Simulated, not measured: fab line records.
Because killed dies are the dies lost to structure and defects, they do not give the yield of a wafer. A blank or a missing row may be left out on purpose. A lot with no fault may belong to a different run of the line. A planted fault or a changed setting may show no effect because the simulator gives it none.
Split-lot trial | flow n5 finfet | route with 1938 steps; 7 lots, 21 wafers read

== THE SPLIT ITSELF ==
At N5_MOL_CONTACT_COAG_VIA_ETCH_46 (etches SiO2 in C4F6/O2, target depth 46 nm, overetch 9.2 nm, time 40 s), the setting bias w was moved away from the recipe's 455 W on 7 of the 21 wafers read, by -8.3% to +14.3%. The other wafers ran this setting at the recipe's value.

The reading comes from the split's own step.

== THE READING ==
rf vpp V, in V, at N5_MOL_CONTACT_COAG_VIA_ETCH_46 (etches SiO2 in C4F6/O2, target depth 46 nm, overetch 9.2 nm, time 40 s). Fault-free wafers of this fab line usually give 1591 V, standard deviation 25 V.

wafer  | tool, chamber at the split | bias w as run, W | against the recipe | rf vpp V, V | against lot-mates on the recipe
L074.2 | rie diel-03, 0             | 455              | recipe             | 1604        | -
L074.3 | rie diel-03, 1             | 455              | recipe             | 1560        | -
L074.4 | rie diel-03, 2             | 455              | recipe             | 1623        | -
L079.3 | rie diel-03, 2             | 455              | recipe             | 1625        | -
L079.4 | rie diel-03, 3             | 455              | recipe             | 1627        | -
L079.5 | rie diel-03, 1             | 455              | recipe             | 1559        | -
L081.1 | rie diel-03, 2             | 455              | recipe             | 1623        | -
L081.3 | rie diel-03, 3             | 455              | recipe             | 1626        | -
L081.5 | rie diel-03, 1             | 420.1            | -7.7%              | 1469        | -156
L082.1 | rie diel-06, 3             | 431.9            | -5.1%              | 1542        | -40
L082.2 | rie diel-06, 1             | 431.9            | -5.1%              | 1516        | -66
L082.4 | rie diel-06, 0             | 455              | recipe             | 1582        | -
L083.2 | rie diel-06, 2             | 455              | recipe             | 1562        | -
L083.4 | rie diel-06, 1             | 455              | recipe             | 1579        | -
L083.5 | rie diel-06, 1             | 428.6            | -5.8%              | 1509        | -62
L087.2 | rie diel-01, 1             | 417.1            | -8.3%              | 1457        | -148
L087.4 | rie diel-01, 3             | 455              | recipe             | 1604        | -
L087.5 | rie diel-01, 0             | 455              | recipe             | 1607        | -
L097.1 | rie diel-06, 0             | 455              | recipe             | 1580        | -
L097.3 | rie diel-06, 2             | 519.9            | +14.3%             | 1723        | +143
L097.6 | rie diel-06, 1             | 519.9            | +14.3%             | 1741        | +161

FIT RESULTS
A straight line over all 21 wafers: rf vpp V changes by +11.6 V for each +1% of bias w; r = +0.93; the points scatter about the line by 27 V.
The same after taking each lot's own level away (the mean of its wafers on the recipe; 21 wafers): +12.3 V for each +1%; r = +0.94; scatter 25 V.
That fit puts the effect of the largest move of bias w on the reading at 1.8e+02 V.
From 1570.5 to 1624.5 V: that is the span of the lots' own levels, equal to 2.2 times the standard deviation above.
So the lot-to-lot level changes the slope little: the two slopes agree.
Check: for one of the wafers moved furthest among these (+14.3%), held out of the fit, the line's prediction against its lot-mates is +186 V. Against them it came out at +143 V.
Tool readings at the split's step, against how far the setting was moved: rf vpp V r = +0.93.

== FURTHER SPLITS ON THESE WAFERS ==
These wafers also went through other splits before the reading. Each is held against what the fit with the lots' levels taken away leaves over:
other split on the same wafers       | wafers away from the commonest value | r with rf vpp V (lot level and that fit taken away)
N5_FIN_SAQP_FIN_ETCH_36 icp w        | 9                                    | -0.10
N5_DUMMY_GATE_COAT_34 spin rpm       | 8                                    | -0.04
N5_DUMMY_GATE_EXPOSE_12 dose mj      | 10                                   | +0.16
N5_SDB_COAT_03 spin rpm              | 9                                    | -0.05
N5_SDB_COAT_04 spin rpm              | 6                                    | +0.26
N5_MOL_CONTACT_COAG_ETCH_91 source w | 6                                    | -0.42

== THE FILE'S OWN FIT ==
rf vpp V changes by +13.3 V for each +1% of bias w, r = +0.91.
